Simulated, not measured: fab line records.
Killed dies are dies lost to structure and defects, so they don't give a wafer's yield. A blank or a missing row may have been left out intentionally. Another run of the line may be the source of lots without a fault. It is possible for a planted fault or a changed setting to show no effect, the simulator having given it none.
Which tool was responsible?	flow n5 finfet	Sampling: 24 lots, 72 wafers, 6 of 1938 route steps

## WHAT THE GAUGES READ, wafer by wafer
N5_BEOL_M6_CD_MEAS_18: pitch 80 nm, target cd 40 nm.
lot	measured	on	cd nm (nm)
L076	day 9 23:26	cd sem-02	38.7 39.6 39.8
L074	day 10 08:48	cd sem-01	39.8 41.1 40.3
L075	day 10 08:50	cd sem-01	39.3 38.7 39.6
L077	day 10 12:19	cd sem-01	41.4 41.8 41.2
L078	day 11 08:31	cd sem-03	39.6 39.5 39.4
L080	day 11 09:11	cd sem-03	38.9 40.0 39.7
L081	day 11 12:30	cd sem-01	40.0 38.5 39.2
L079	day 11 12:46	cd sem-01	39.1 39.4 39.4
L082	day 11 18:59	cd sem-02	40.4 40.3 40.3
L083	day 12 12:50	cd sem-02	40.3 40.1 40.7
L084	day 12 15:43	cd sem-01	40.3 40.7 39.6
L087	day 12 23:59	cd sem-02	40.6 40.2 40.4
L086	day 13 00:13	cd sem-01	39.7 38.8 39.3
L085	day 13 04:52	cd sem-01	40.6 40.5 40.4
L089	day 14 06:30	cd sem-02	40.6 40.0 40.1
L091	day 14 10:53	cd sem-02	41.1 40.7 40.6
L088	day 14 11:02	cd sem-01	39.9 39.7 40.4
L090	day 14 11:02	cd sem-02	40.3 40.8 40.9
L092	day 14 16:02	cd sem-01	40.1 40.2 40.0
L094	day 14 18:59	cd sem-02	40.1 39.0 39.3
L093	day 15 00:22	cd sem-03	39.1 38.9 40.1
L095	day 15 16:00	cd sem-03	39.3 39.2 39.7
L096	day 15 16:45	cd sem-02	40.9 40.0 40.4
L097	day 15 20:24	cd sem-03	40.8 40.4 40.4

N5_BEOL_M6_INSPECT_30: inspects for defects (brightfield).
lot	measured	on	raw defect count
L076	day 10 03:38	defect inspect-01	327 432 411
L074	day 10 10:39	defect inspect-02	349 361 347
L075	day 10 10:49	defect inspect-02	806 577 658
L077	day 10 14:08	defect inspect-02	515 664 505
L078	day 11 10:13	defect inspect-02	489 590 674
L080	day 11 10:15	defect inspect-02	568 592 608
L081	day 11 14:50	defect inspect-02	456 510 644
L079	day 11 15:01	defect inspect-02	497 463 361
L082	day 11 19:25	defect inspect-02	753 549 586
L083	day 12 14:24	defect inspect-02	472 445 492
L084	day 12 17:41	defect inspect-02	475 530 607
L087	day 13 03:59	defect inspect-01	251 276 371
L086	day 13 03:47	defect inspect-01	291 398 372
L085	day 13 07:04	defect inspect-02	432 526 593
L089	day 14 09:03	defect inspect-01	380 261 339
L091	day 14 11:23	defect inspect-01	382 458 294
L088	day 14 13:53	defect inspect-02	439 517 513
L090	day 14 13:50	defect inspect-02	528 553 669
L092	day 14 17:47	defect inspect-02	475 411 684
L094	day 14 19:23	defect inspect-02	375 507 270
L093	day 15 00:45	defect inspect-01	321 327 358
L095	day 15 17:11	defect inspect-01	264 419 425
L096	day 15 19:15	defect inspect-01	429 404 250
L097	day 15 20:48	defect inspect-01	310 354 346

N5_BEOL_M6_THK_MEAS_53: measures by xrf.
lot	measured	on	M6_THK (nm)
L076	day 10 06:38	film metro-02	76.8 77.3 77.5
L074	day 10 14:23	film metro-02	83.2 81.5 82.1
L075	day 10 14:40	film metro-01	80.6 77.7 79.3
L077	day 10 16:43	film metro-02	79.2 78.6 81.0
L078	day 11 13:22	film metro-01	78.5 79.8 75.8
L080	day 11 13:25	film metro-01	79.5 77.1 76.8
L081	day 11 17:43	film metro-02	80.1 78.0 78.2
L079	day 11 18:16	film metro-02	79.2 78.6 79.2
L082	day 11 23:50	film metro-01	78.9 80.0 79.8
L083	day 12 18:13	film metro-01	78.9 82.2 84.0
L084	day 12 21:05	film metro-01	78.4 79.9 80.1
L087	day 13 08:20	film metro-01	77.0 79.1 79.9
L086	day 13 06:40	film metro-01	81.8 79.3 83.2
L085	day 13 09:46	film metro-02	80.1 81.6 81.2
L089	day 14 12:43	film metro-01	79.2 76.5 77.8
L091	day 14 15:38	film metro-02	76.4 78.2 75.6
L088	day 14 16:59	film metro-02	79.7 76.1 79.2
L090	day 14 16:39	film metro-01	80.7 78.8 79.2
L092	day 14 21:31	film metro-02	78.3 81.3 80.4
L094	day 14 22:22	film metro-01	77.9 75.6 77.5
L093	day 15 04:59	film metro-02	81.7 79.3 79.4
L095	day 15 20:58	film metro-02	77.5 76.7 77.4
L096	day 15 22:04	film metro-01	76.5 76.5 76.6
L097	day 16 01:24	film metro-01	79.6 77.6 80.5

N5_BEOL_M6_RS_MEAS_57: a four-point-probe measurement.
lot	measured	on	M6_RS (ohm/sq)
L076	day 10 06:48	film metro-02	0.299 0.297 0.298
L074	day 10 14:33	film metro-01	0.275 0.283 0.280
L075	day 10 14:48	film metro-01	0.286 0.298 0.290
L077	day 10 16:53	film metro-01	0.290 0.294 0.285
L078	day 11 13:29	film metro-01	0.291 0.287 0.305
L080	day 11 13:33	film metro-01	0.287 0.297 0.299
L081	day 11 17:50	film metro-02	0.286 0.296 0.296
L079	day 11 18:25	film metro-02	0.290 0.294 0.290
L082	day 11 23:58	film metro-02	0.288 0.284 0.286
L083	day 12 18:21	film metro-02	0.291 0.277 0.271
L084	day 12 21:13	film metro-01	0.293 0.288 0.286
L087	day 13 08:28	film metro-01	0.294 0.286 0.282
L086	day 13 06:48	film metro-01	0.275 0.285 0.271
L085	day 13 09:55	film metro-01	0.286 0.282 0.282
L089	day 14 12:51	film metro-02	0.287 0.298 0.294
L091	day 14 15:46	film metro-01	0.306 0.298 0.311
L088	day 14 17:07	film metro-01	0.284 0.299 0.286
L090	day 14 16:47	film metro-01	0.281 0.289 0.287
L092	day 14 21:39	film metro-01	0.294 0.283 0.284
L094	day 14 22:32	film metro-02	0.292 0.304 0.294
L093	day 15 05:07	film metro-02	0.284 0.293 0.292
L095	day 15 21:06	film metro-01	0.299 0.302 0.299
L096	day 15 22:12	film metro-01	0.297 0.297 0.296
L097	day 16 01:34	film metro-02	0.290 0.301 0.285

N5_BEOL_M7_INSPECT_13: inspects for defects (brightfield).
lot	measured	on	raw defect count
L076	day 10 11:29	defect inspect-01	413 374 322
L074	day 10 15:55	defect inspect-02	598 523 505
L075	day 10 18:28	defect inspect-01	872 829 572
L077	day 10 19:11	defect inspect-01	346 324 313
L078	day 11 16:08	defect inspect-01	261 445 362
L080	day 11 16:19	defect inspect-02	475 503 497
L081	day 11 20:35	defect inspect-01	388 405 293
L079	day 11 20:46	defect inspect-02	501 547 563
L082	day 12 03:17	defect inspect-02	604 539 608
L083	day 12 20:32	defect inspect-02	782 655 661
L084	day 12 23:55	defect inspect-02	394 380 361
L087	day 13 11:26	defect inspect-01	216 266 280
L086	day 13 08:41	defect inspect-02	333 419 374
L085	day 13 11:36	defect inspect-02	363 505 413
L089	day 14 15:25	defect inspect-02	607 393 555
L091	day 14 18:10	defect inspect-02	437 575 504
L088	day 14 19:44	defect inspect-02	589 694 533
L090	day 14 18:49	defect inspect-01	414 358 389
L092	day 15 00:03	defect inspect-01	480 509 344
L094	day 15 00:43	defect inspect-01	333 439 272
L093	day 15 06:47	defect inspect-01	432 303 555
L095	day 15 22:40	defect inspect-01	370 297 392
L096	day 16 01:11	defect inspect-02	443 359 453
L097	day 16 05:17	defect inspect-01	384 407 304

## EACH LOT AND THE TOOL THAT RAN IT (in order: tool; ch and the chambers of the sampled wafers; start)
lot	N5_BEOL_M6_STRIP_67
L076	rie diel-03 ch 1,2,3, day 9 23:13
L074	rie diel-06 ch 0,3, day 10 08:33
L075	rie diel-04 ch 0,2,3, day 10 08:35
L077	rie diel-06 ch 0,1,3, day 10 12:05
L078	rie diel-04 ch 0,1,3, day 11 08:17
L080	rie diel-06 ch 0,1,3, day 11 08:56
L081	rie diel-04 ch 2,3, day 11 12:13
L079	rie diel-06 ch 0,2, day 11 12:32
L082	rie diel-03 ch 0,3, day 11 18:46
L083	rie diel-03 ch 0,1,3, day 12 12:37
L084	rie diel-06 ch 0,1, day 12 15:26
L087	rie diel-03 ch 0,1,3, day 12 23:45
L086	rie diel-04 ch 1,3, day 12 23:53
L085	rie diel-04 ch 1,3, day 13 04:37
L089	rie diel-04 ch 0,3, day 14 06:11
L091	rie diel-06 ch 1,2, day 14 10:39
L088	rie diel-03 ch 2,3, day 14 10:43
L090	rie diel-04 ch 1,2, day 14 10:47
L092	rie diel-03 ch 3, day 14 15:27
L094	rie diel-04 ch 0,1, day 14 18:37
L093	rie diel-03 ch 0,2,3, day 15 00:08
L095	rie diel-04 ch 0,2, day 15 15:47
L096	rie diel-03 ch 0,1, day 15 16:32
L097	rie diel-03 ch 0,2,3, day 15 20:11
- N5_BEOL_M6_STRIP_67: strips in CF4.

## WHAT THE TOOLS THEMSELVES READ (means of the sampled wafers that have a number; where no wafer has one, the mark that the record gives instead)
N5_BEOL_M6_STRIP_67.
lot	tool	drypump motor current A (A)	oes product au (a.u.)	rf vpp V (V)	showerhead plenum p Torr (Torr)	throttle valve pct (%)
L076	rie diel-03	5.9	0.80	269.9	1.76	13.44
L074	rie diel-06	5.1	0.90	271.5	1.86	13.54
L075	rie diel-04	5.9	0.73	270.6	1.75	13.71
L077	rie diel-06	5.4	0.89	273.4	1.88	13.54
L078	rie diel-04	5.5	0.74	269.7	1.74	13.52
L080	rie diel-06	5.4	0.87	271.8	1.88	13.57
L081	rie diel-04	6.1	0.68	270.5	1.77	13.75
L079	rie diel-06	5.3	0.89	271.7	1.83	13.44
L082	rie diel-03	5.5	0.78	270.4	1.77	13.47
L083	rie diel-03	5.7	0.77	271.2	1.80	13.48
L084	rie diel-06	5.7	0.85	272.8	1.88	13.53
L087	rie diel-03	5.7	0.77	271.6	1.79	13.49
L086	rie diel-04	5.7	0.71	269.5	1.74	13.55
L085	rie diel-04	5.7	0.71	269.7	1.74	13.55
L089	rie diel-04	5.2	0.74	269.7	1.73	13.62
L091	rie diel-06	5.7	0.85	272.6	1.88	13.49
L088	rie diel-03	5.6	0.78	269.9	1.73	13.63
L090	rie diel-04	6.4	0.89	270.4	1.74	13.51
L092	rie diel-03	5.7	0.76	269.8	1.71	13.43
L094	rie diel-04	5.4	0.73	269.4	1.71	13.57
L093	rie diel-03	5.5	0.76	271.0	1.77	13.65
L095	rie diel-04	6.2	0.87	271.4	1.74	13.56
L096	rie diel-03	5.9	0.75	272.1	1.81	13.51
L097	rie diel-03	5.5	0.76	270.9	1.76	13.66

## THE ANSWER, worked out from the rows above alone
Rule: what is usual is taken from the lots themselves. The widest of any qualifying gaps counts: lots, ordered by their means at a reading, are off when they make up no more than a third of the lots, leave a main group of 4 or more, and stand apart from it by 3 or more times the standard deviation of that group's means. The tables above print the reading to a certain number of digits; a main group whose means all agree to those digits is not used. Also off: a lot with no number at a reading for which 4 or more lots have one. Where the step has rows for the other lots, those lots are counted as sound. After the gauges, taken in route order, come the tools' own readings; for these a lot's mean is taken, as printed above. At the first step where some lot is off, the reading lying furthest off is the one used; lots without a number count as furthest.
Across all readings shown, no lot is off: no conclusion can be drawn from this.

## WHAT WAS PUT IN BY THE SIMULATOR
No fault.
